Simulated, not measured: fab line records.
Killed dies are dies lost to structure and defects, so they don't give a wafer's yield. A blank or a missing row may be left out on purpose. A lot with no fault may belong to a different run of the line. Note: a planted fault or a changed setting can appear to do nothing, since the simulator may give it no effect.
fab line records | flow nand-harc | part 1 of 2: steps 1 to 22 of 30
[record] lots = 5 wafers = 15 last-day = 33
route steps=1302 shown A_CONTACT@1022
lots with no fault: from the same line, run without faults
start-h: start of the lot's first displayed wafer, in hours after the record's first day | wait-h: hours elapsed since this lot's preceding step | " the same as in the row above | L1.1+2: a single row standing in for several wafers | - either no value or no given start | * or withheld: withheld | < > ~ a bound
route shown NAME@n: names a module that has steps shown in the file, with the first one's number in the route | usual: average and standard deviation across the fault-free wafers | same: alike in all rows | chamber/n: place in a boat | sites: each site's reading | _std_site: their standard deviation | _edge_site: inner sites' mean taken away from outer sites' mean | radius-mm: for every site, how far away it sits from the centre of the wafer | mask NAME#n: copy n | behind: the last tool/chamber to shape the wafer | hold: why the lot went on hold/how many hours it stayed there/how the hold came to an end | device: the n, p or np transistor that did not switch | end of line: the tests these same wafers got at the end of their route | step lacking rows: just its recipe | killed: dies lost to structure and defects at the first sort, not the wafer's yield | map: per-die view of a wafer (x killed, . not killed, _ where there is no die)
set.NAME: the setting the step ran with; set.NAME@STEP: the setting that earlier step ran with | model.NAME: the simulator's own value behind a step, which no gauge read
lots at selected steps of the route; one table per step, one row per wafer
services: a tool's chamber out of use, with start hour (start-h, from the record's first day; less than 0 if before it), hours out, and reason
[[steps]]
[step NHARC_A_CONTACT_STRIP_100]
[recipe] cf4-flow-sccm = 100 chf3-flow-sccm = 30 ar-flow-sccm = 0 bias-w = 0 chemistry = CF4/CHF3
// columns lot.wafer tool chamber start-h wait-h
L075.2+1+5 rie-diel-04 1,3,2 506.13 0.1
L081.2+3+6 rie-diel-05 1,3,2 555.55 0.1
L088.3+5+6 rie-diel-05 1,1,2 638.28 0.1
L093.2+4+1 rie-diel-09 0,1,2 693.02 0.1
L096.1+6+4 rie-diel-09 3,2,3 715.81 0.1
[step NHARC_A_CONTACT_STRIP_101]
[recipe] o2-flow-sccm = 400 cos-flow-sccm = 20 ar-flow-sccm = 0 bias-w = 0 chemistry = O2/COS
// columns lot.wafer tool chamber start-h wait-h
L075.1+2+5 rie-diel-04 3,2,3 506.19 0.1
L081.2+3+6 rie-diel-05 1,3,1 555.62 0.1
L088.3+5+6 rie-diel-05 3,0,1 638.35 0.1
L093.1+4+2 rie-diel-09 2,3,1 693.08 0.0
L096.1+6+4 rie-diel-09 0,2,3 715.88 0.1
[step NHARC_A_CONTACT_ETCH_102]
[recipe] target-depth-a = 1000 overetch-a = 100 time-s = 55 ion-energy-ev = 100 cf4-flow-sccm = 80 o2-flow-sccm = 20 ar-flow-sccm = 0 rf-w = 300 bias-w = 100 chemistry = CF4/O2
[usual] drypump-motor-current-A = 5.4/0.48 oes_o_777_au = 1.000/0.0043 oes-product-au = 1.000/0.011 rf-vpp-V = 197.5/1.7 showerhead-plenum-p-Torr = 1.32/0.074 throttle-valve-pct = 13.398/0.009
// columns lot.wafer tool chamber start-h wait-h drypump-motor-current-A oes_o_777_au oes-product-au rf-hours-counter-h rf-vpp-V showerhead-plenum-p-Torr throttle-valve-pct
L075.2 rie-diel-04 1 506.26 0.1 5.6 1.002 1.003 47 198.1 1.29 13.394
L075.1 " 2 " " 5.2 1.003 0.999 45 198.9 1.35 13.393
L075.5 " 0 " " 5.5 1.004 0.974 - 197.2 1.30 13.404
L081.2 rie-diel-05 0 555.71 0.1 6.0 0.998 0.996 51 197.1 1.25 13.397
L081.3 " 1 " " 4.9 0.997 0.991 51 198.8 1.35 13.410
L081.6 " 1 " " 4.9 0.994 0.995 - 198.6 1.35 13.403
L088.3 rie-diel-05 0 638.41 0.0 6.0 1.007 0.984 16 197.0 1.25 13.405
L088.6 " 0 " " 6.0 0.997 0.986 - 195.3 1.25 13.399
L088.5 " 1 " " 4.9 1.000 0.993 - 198.1 1.35 13.397
L093.1 rie-diel-09 2 693.14 0.1 4.6 1.005 1.009 1 194.8 1.25 13.394
L093.4 " 3 " " 5.6 1.001 0.993 1 199.4 1.44 13.390
L093.2 " 1 " " 6.1 1.001 1.017 1 195.0 1.24 13.405
L096.1 rie-diel-09 0 715.95 0.1 5.2 0.997 0.998 5 197.1 1.30 13.415
L096.4 " 3 " " 5.6 1.001 0.996 - 200.4 1.44 13.407
L096.6 " 2 " " 4.7 0.998 1.016 - 195.2 1.25 13.390
[step NHARC_A_CONTACT_STRIP_55]
[recipe] o2-flow-sccm = 500 ar-flow-sccm = 0 bias-w = 0 chemistry = O2
[usual] drypump-motor-current-A = 5.5/0.47 oes-product-au = 1.000/0.01 rf-vpp-V = 57.6/1 showerhead-plenum-p-Torr = 3.49/0.18 throttle-valve-pct = 17.036/0.0093
// columns lot.wafer tool chamber start-h wait-h drypump-motor-current-A oes-product-au rf-hours-counter-h rf-vpp-V showerhead-plenum-p-Torr throttle-valve-pct
L075.2 rie-diel-04 0 - - 5.5 0.987 51 57.7 3.45 17.032
L075.1 " 1 " " 5.6 1.011 47 58.6 3.42 17.033
L075.5 " 3 " " 6.6 0.981 - 58.4 3.78 17.045
L081.2 rie-diel-05 2 - - 5.7 1.005 52 57.1 3.27 17.027
L081.3 " 0 " " 6.0 1.004 51 57.6 3.32 17.038
L081.6 " 3 " " 5.2 0.986 - 56.7 3.58 17.034
L088.3 rie-diel-05 2 - - 5.8 1.014 16 59.5 3.80 17.049
L088.5 " 0 " " 6.0 0.980 - 56.7 3.31 17.034
L088.6 " 1 " " 5.0 0.991 - 57.4 3.56 17.018
L093.1 rie-diel-09 3 - - 5.6 0.989 1 57.1 3.79 17.042
L093.2 " 0 " " 5.2 0.999 1 56.3 3.43 17.035
L093.4 " 2 " " 4.7 1.009 1 57.4 3.31 17.042
L096.1 rie-diel-09 3 - - 5.5 0.998 4 57.9 3.79 17.050
L096.4 " 2 " " 4.7 1.018 - 58.0 3.31 17.044
L096.6 " 3 " " 5.6 0.986 - 58.5 3.79 17.033
[step NHARC_A_CONTACT_STRIP_56]
[recipe] time-s = 600 temp-c = 30 chemistry = post-etch-residue-remover
[usual] bath-heat-duty-pct = 13.1/1.3
// columns lot.wafer tool chamber start-h wait-h bath-heat-duty-pct
L075.5 wet-bench-04 5 506.66 - 13.8
L075.1 " 6 " " 12.1
L075.2 " 7 " " 10.5
L081.6 wet-bench-04 2 556.12 - 12.0
L081.3 " 4 " " 15.4
L081.2 " 5 " " 13.2
L088.6 wet-bench-04 3 638.81 - 14.0
L088.3 " 5 " " 13.1
L088.5 " 6 " " 12.0
L093.1 wet-bench-03 5 693.54 - 12.7
L093.4 " 1 " " 13.7
L093.2 " 2 " " 10.7
L096.4 wet-bench-09 2 716.40 - 11.3
L096.6 " 4 " " 15.5
L096.1 " 7 " " 13.3
[step NHARC_A_CONTACT_DEP_57]
[recipe] target-thk-a = 53000 temp-c = 400 material = aC
[usual] throttle-valve-pct = 35.000/0.0079
// columns lot.wafer tool chamber start-h wait-h throttle-valve-pct
L075.1 acl-dep-01 0 513.40 - 35.000
L075.2 " 0 " " 34.994
L075.5 " 0 515.57 - 34.999
L081.2 acl-dep-02 0 556.91 - 35.002
L081.3 " 0 " " 34.996
L081.6 " 0 559.04 - 34.999
L088.3 acl-dep-02 0 642.57 - 35.001
L088.5 " 0 643.64 - 35.003
L088.6 " 0 " " 35.010
L093.1 acl-dep-02 0 693.80 - 35.016
L093.2 " 0 " " 35.003
L093.4 " 0 695.41 - 35.002
L096.1 acl-dep-03 0 716.67 - 35.006
L096.4 " 0 718.30 - 35.004
L096.6 " 0 719.38 - 34.999
[step NHARC_A_CONTACT_DEP_58]
[recipe] target-thk-a = 900 target-thk-nm = 90 temp-c = 400 pressure-torr = 3.5 flow-sccm = 200 rf-w = 350 material = SiON
[usual] heater-power-w = 737/120
// columns lot.wafer tool chamber start-h wait-h heater-power-w
L075.2 pecvd-02 0 516.70 2.2 927
L075.1 " 1 " " 762
L075.5 " 2 " " 796
L081.2 pecvd-04 0 559.59 2.1 825
L081.3 " 1 " " 803
L081.6 " 0 " " 791
L088.3 pecvd-03 2 644.73 1.6 551
L088.5 " 2 " " 582
L088.6 " 0 " " 637
L093.2 pecvd-03 1 697.04 2.2 648
L093.1 " 0 " " 675
L093.4 " 2 " " 613
L096.1 pecvd-02 0 720.00 2.8 962
L096.4 " 1 " " 764
L096.6 " 2 " " 954
[step NHARC_A_CONTACT_DEHYDRATE_59]
[recipe] temp-c = 150 time-s = 120
[usual] chill-plate-temp-C = 22.99/0.11
// columns lot.wafer tool chamber start-h wait-h chill-plate-temp-C
L075.1 litho-track-06 0 516.94 0.2 22.98
L075.2 " 0 " " 23.02
L075.5 " 0 " " 23.04
L081.2 litho-track-06 0 559.86 0.2 22.96
L081.3 " 0 " " 23.13
L081.6 " 0 " " 22.89
L088.3 litho-track-01 0 645.00 0.2 23.01
L088.5 " 0 " " 22.84
L088.6 " 0 " " 22.99
L093.1 litho-track-04 0 697.31 0.2 22.88
L093.2 " 0 " " 22.89
L093.4 " 0 " " 22.95
L096.1 litho-track-06 0 720.22 0.2 22.90
L096.4 " 0 " " 23.10
L096.6 " 0 " " 22.96
[step NHARC_A_CONTACT_HMDS_60]
[recipe] time-s = 30
[usual] chill-plate-temp-C = 22.99/0.09
// columns lot.wafer tool chamber start-h wait-h chill-plate-temp-C
L075.1 litho-track-06 0 - - 23.16
L075.2 " 0 " " 22.91
L075.5 " 0 " " 23.02
L081.2 litho-track-06 0 - - 22.92
L081.3 " 0 " " 23.05
L081.6 " 0 " " 23.06
L088.3 litho-track-01 0 - - 22.90
L088.5 " 0 " " 22.96
L088.6 " 0 " " 22.91
L093.1 litho-track-04 0 - - 22.93
L093.2 " 0 " " 22.93
L093.4 " 0 " " 22.94
L096.1 litho-track-06 0 - - 23.09
L096.4 " 0 " " 23.14
L096.6 " 0 " " 22.97
[step NHARC_A_CONTACT_COAT_61]
[recipe] temp-c = 260 time-s = 75
[usual] chill-plate-temp-C = 23.01/0.1
// columns lot.wafer tool chamber start-h wait-h chill-plate-temp-C
L075.1 litho-track-06 0 - - 23.04
L075.2 " 0 " " 23.21
L075.5 " 0 " " 23.00
L081.2 litho-track-06 0 - - 23.12
L081.3 " 0 " " 22.93
L081.6 " 0 " " 23.04
L088.3 litho-track-01 0 - - 23.11
L088.5 " 0 " " 23.00
L088.6 " 0 " " 23.06
L093.1 litho-track-04 0 - - 23.08
L093.2 " 0 " " 23.06
L093.4 " 0 " " 23.20
L096.1 litho-track-06 0 - - 23.15
L096.4 " 0 " " 23.00
L096.6 " 0 " " 22.96
[step NHARC_A_CONTACT_COAT_62]
[recipe] temp-c = 225 time-s = 65
[usual] chill-plate-temp-C = 23.00/0.11
// columns lot.wafer tool chamber start-h wait-h chill-plate-temp-C
L075.1 litho-track-06 0 - - 22.88
L075.2 " 0 " " 22.98
L075.5 " 0 " " 23.08
L081.2 litho-track-06 0 - - 23.14
L081.3 " 0 " " 23.08
L081.6 " 0 " " 22.99
L088.3 litho-track-01 0 - - 22.99
L088.5 " 0 " " 23.04
L088.6 " 0 " " 23.06
L093.1 litho-track-04 0 - - 23.00
L093.2 " 0 " " 23.00
L093.4 " 0 " " 22.90
L096.1 litho-track-06 0 - - 22.95
L096.4 " 0 " " 22.89
L096.6 " 0 " " 23.09
[step NHARC_A_CONTACT_COAT_63]
[recipe] spin-rpm = 1500 resist-thk-nm = 90
[usual] chill-plate-temp-C = 22.99/0.11
// columns lot.wafer tool chamber start-h wait-h chill-plate-temp-C
L075.1 litho-track-06 0 - - 22.94
L075.2 " 0 " " 23.04
L075.5 " 0 " " 22.98
L081.2 litho-track-06 0 - - 22.93
L081.3 " 0 " " 22.86
L081.6 " 0 " " 22.83
L088.3 litho-track-01 0 - - 22.86
L088.5 " 0 " " 22.83
L088.6 " 0 " " 23.01
L093.1 litho-track-04 0 - - 23.09
L093.2 " 0 " " 23.16
L093.4 " 0 " " 23.06
L096.1 litho-track-06 0 - - 22.94
L096.4 " 0 " " 22.96
L096.6 " 0 " " 23.04
[step NHARC_A_CONTACT_SOFTBAKE_64]
[recipe] temp-c = 105 time-s = 55
[usual] chill-plate-temp-C = 23.00/0.091
// columns lot.wafer tool chamber start-h wait-h chill-plate-temp-C
L075.1 litho-track-06 0 - - 23.04
L075.2 " 0 " " 23.03
L075.5 " 0 " " 22.99
L081.2 litho-track-06 0 - - 22.96
L081.3 " 0 " " 22.94
L081.6 " 0 " " 22.91
L088.3 litho-track-01 0 - - 22.85
L088.5 " 0 " " 22.97
L088.6 " 0 " " 23.04
L093.1 litho-track-04 0 - - 22.91
L093.2 " 0 " " 22.97
L093.4 " 0 " " 22.91
L096.1 litho-track-06 0 - - 22.95
L096.4 " 0 " " 22.84
L096.6 " 0 " " 22.94
[step NHARC_A_CONTACT_EBR_65]
[usual] chill-plate-temp-C = 23.03/0.11
// columns lot.wafer tool chamber start-h wait-h chill-plate-temp-C
L075.1 litho-track-06 0 - - 23.00
L075.2 " 0 " " 23.17
L075.5 " 0 " " 23.09
L081.2 litho-track-06 0 - - 22.96
L081.3 " 0 " " 22.89
L081.6 " 0 " " 23.08
L088.3 litho-track-01 0 - - 22.97
L088.5 " 0 " " 23.05
L088.6 " 0 " " 22.99
L093.1 litho-track-04 0 - - 23.04
L093.2 " 0 " " 23.13
L093.4 " 0 " " 23.09
L096.1 litho-track-06 0 - - 23.06
L096.4 " 0 " " 22.94
L096.6 " 0 " " 23.20
[step NHARC_A_CONTACT_EXPOSE_66]
[recipe] na = 1.35 sigma-outer = 0.8 dose-mj = 59.02 mask-id = A_CC_2
[same] na = 1.35
// columns lot.wafer tool chamber start-h wait-h mask
L075.1+2+5 arfi-scanner-03 0 517.12 - A_CC_2#0
L081.2+3+6 arfi-scanner-01 0 560.19 - A_CC_2#0
L088.3+5+6 arfi-scanner-02 0 645.32 - A_CC_2#0
L093.1+2+4 arfi-scanner-03 0 697.50 - A_CC_2#0
L096.1+4+6 arfi-scanner-02 0 720.53 - A_CC_2#0
[step NHARC_A_CONTACT_PEB_67]
[recipe] peb-temp-c = 100 peb-time-s = 65
[usual] chill-plate-temp-C = 23.01/0.11
// columns lot.wafer tool chamber start-h wait-h chill-plate-temp-C
L075.1 litho-track-01 0 517.18 0.1 22.90
L075.2 " 0 " " 23.09
L075.5 " 0 " " 22.95
L081.2 litho-track-04 0 560.24 0.1 23.03
L081.3 " 0 " " 22.86
L081.6 " 0 " " 23.15
L088.3 litho-track-01 0 645.38 0.0 22.97
L088.5 " 0 " " 23.12
L088.6 " 0 " " 23.12
L093.1 litho-track-01 0 697.56 0.1 23.15
L093.2 " 0 " " 23.01
L093.4 " 0 " " 23.11
L096.1 litho-track-04 0 720.59 0.1 23.11
L096.4 " 0 " " 22.91
L096.6 " 0 " " 23.03
[step NHARC_A_CONTACT_DEVELOP_68]
[recipe] develop-time-s = 35 dev-temp-c = 23
[usual] chill-plate-temp-C = 23.00/0.11
// columns lot.wafer tool chamber start-h wait-h chill-plate-temp-C
L075.1 litho-track-01 0 - - 22.97
L075.2 " 0 " " 22.90
L075.5 " 0 " " 22.88
L081.2 litho-track-04 0 - - 22.97
L081.3 " 0 " " 23.00
L081.6 " 0 " " 22.86
L088.3 litho-track-01 0 - - 22.85
L088.5 " 0 " " 22.93
L088.6 " 0 " " 22.99
L093.1 litho-track-01 0 - - 23.14
L093.2 " 0 " " 23.10
L093.4 " 0 " " 23.13
L096.1 litho-track-04 0 - - 22.99
L096.4 " 0 " " 23.20
L096.6 " 0 " " 23.16
[step NHARC_A_CONTACT_CD_MEAS_69]
[recipe] target-cd-nm = 300 landing-energy-ev = 500
[usual] cd-nm = 300.0/0.7
// columns lot.wafer tool chamber start-h wait-h cd-nm
L075.1 cd-sem-02 0 517.26 - 299.7
L075.2 " 0 " " 298.7
L075.5 " 0 " " 299.7
L081.2 cd-sem-03 0 560.33 - 300.0
L081.3 " 0 " " 299.5
L081.6 " 0 " " 299.9
L088.3 cd-sem-03 0 645.46 - 298.7
L088.5 " 0 " " 299.3
L088.6 " 0 " " 300.1
L093.1 cd-sem-02 0 697.63 - 299.6
L093.2 " 0 " " 298.5
L093.4 " 0 " " 299.6
L096.1 cd-sem-03 0 720.67 - 300.1
L096.4 " 0 " " 300.4
L096.6 " 0 " " 299.8
[step NHARC_A_CONTACT_OVL_MEAS_70]
[usual] overlay-x-nm = -0.1/0.72 overlay-y-nm = 0.0/0.68
// columns lot.wafer tool chamber start-h wait-h overlay-x-nm overlay-y-nm
L075.1 overlay-01 - 517.35 - 0.5 0.1
L075.2 " - " " 0.3 -0.1
L075.5 " - " " 0.7 0.4
L081.2 overlay-01 - 560.42 - 0.1 0.2
L081.3 " - " " -0.4 0.3
L081.6 " - " " -0.2 0.1
L088.3 overlay-02 - 645.54 - -0.3 1.8
L088.5 " - " " -0.5 1.9
L088.6 " - " " -0.2 1.4
L093.1 overlay-02 - 697.72 - 0.0 -0.1
L093.2 " - " " -0.5 -1.1
L093.4 " - " " 0.3 -0.8
L096.1 overlay-01 - 720.75 - 0.4 0.8
L096.4 " - " " 0.3 0.4
L096.6 " - " " 0.6 -0.3
[step NHARC_A_CONTACT_INSPECT_71]
[usual] raw-defect-count = 86/43
// columns lot.wafer tool chamber start-h wait-h raw-defect-count
L075.1 defect-inspect-01 - 517.39 0.0 93
L075.2 " - " " 100
L075.5 " - " " 95
L081.2 defect-inspect-01 - 560.46 0.0 148
L081.3 " - " " 170
L081.6 " - " " 129
L088.3 defect-inspect-01 - 645.58 0.0 64
L088.5 " - " " 71
L088.6 " - " " 54
L093.1 defect-inspect-01 - 697.76 0.0 70
L093.2 " - " " 62
L093.4 " - " " 71
L096.1 defect-inspect-02 - 720.79 0.0 20
L096.4 " - " " 25
L096.6 " - " " 25
[step NHARC_A_CONTACT_DESCUM_74]
[recipe] time-s = 3 o2-flow-sccm = 200 ar-flow-sccm = 0 bias-power-w = 0 chemistry = O2
[usual] drypump-motor-current-A = 5.5/0.52 oes-product-au = 1.001/0.012 rf-vpp-V = 57.7/1.1 showerhead-plenum-p-Torr = 1.88/0.11 throttle-valve-pct = 11.312/0.0089
// columns lot.wafer tool chamber start-h wait-h drypump-motor-current-A oes-product-au rf-hours-counter-h rf-vpp-V showerhead-plenum-p-Torr throttle-valve-pct
L075.2 rie-diel-04 3 517.45 0.1 6.6 0.971 51 57.7 2.06 11.303
L075.1 " 0 " " 5.5 0.985 52 58.6 1.86 11.317
L075.5 " 3 " " 6.5 0.974 - 59.3 2.06 11.309
L081.2 rie-diel-09 0 560.53 0.1 5.2 1.011 9 56.6 1.86 11.314
L081.3 " 1 " " 6.0 0.992 9 57.3 1.78 11.304
L081.6 " 2 " " 4.6 1.026 - 57.0 1.80 11.317
L088.3 rie-diel-09 1 645.65 0.1 6.0 1.013 24 56.7 1.77 11.327
L088.5 " 0 " " 5.2 1.018 - 57.4 1.86 11.307
L088.6 " 2 " " 4.7 1.010 - 57.0 1.79 11.307
L093.1 rie-diel-09 3 697.82 0.1 5.6 1.004 1 58.3 2.07 11.305
L093.4 " 0 " " 5.2 1.011 1 58.1 1.86 11.327
L093.2 " 2 " " 4.7 1.022 1 58.3 1.79 11.311
L096.4 rie-diel-04 0 720.86 0.1 5.5 0.984 0 57.0 1.85 11.306
L096.1 " 2 " " 5.2 0.993 1 55.9 1.92 11.312
L096.6 " 0 " " 5.4 0.996 - 57.9 1.85 11.302
[step NHARC_A_CONTACT_ETCH_75]
[recipe] target-depth-a = 390 over-etch-frac = 0.3 time-s = 65 ion-energy-ev = 80 cf4-flow-sccm = 150 ar-flow-sccm = 0 rf-w = 300 bias-w = 100 chemistry = CF4
[usual] drypump-motor-current-A = 5.5/0.52 oes-product-au = 1.000/0.012 rf-vpp-V = 150.8/1.4 showerhead-plenum-p-Torr = 1.74/0.089 throttle-valve-pct = 13.284/0.0087
// columns lot.wafer tool chamber start-h wait-h drypump-motor-current-A oes-product-au rf-hours-counter-h rf-vpp-V showerhead-plenum-p-Torr throttle-valve-pct
L075.2 rie-diel-04 1 517.55 0.1 5.6 1.000 48 150.0 1.72 13.294
L075.1 " 2 " " 5.2 1.003 47 152.1 1.79 13.267
L075.5 " 3 " " 6.6 0.974 - 153.0 1.89 13.273
L081.2 rie-diel-09 2 560.61 0.1 4.6 1.004 9 149.9 1.67 13.272
L081.3 " 3 " " 5.5 0.987 9 152.2 1.91 13.286
L081.6 " 0 " " 5.2 1.014 - 151.5 1.73 13.271
L088.3 rie-diel-09 2 645.76 0.1 4.7 1.010 24 148.3 1.66 13.275
L088.6 " 0 " " 5.2 1.011 - 148.6 1.72 13.279
L088.5 " 1 " " 6.0 1.000 - 150.2 1.65 13.273
L093.4 rie-diel-09 1 697.91 0.1 6.1 1.008 1 149.9 1.65 13.271
L093.1 " 2 " " 4.7 1.009 1 150.8 1.66 13.279
L093.2 " 0 " " 5.2 1.002 1 150.3 1.72 13.277
L096.4 rie-diel-04 1 720.94 0.1 5.6 0.990 0 150.3 1.70 13.277
L096.1 " 3 " " 6.6 0.977 0 153.4 1.87 13.288
L096.6 " 1 " " 5.6 0.996 - 150.2 1.70 13.295
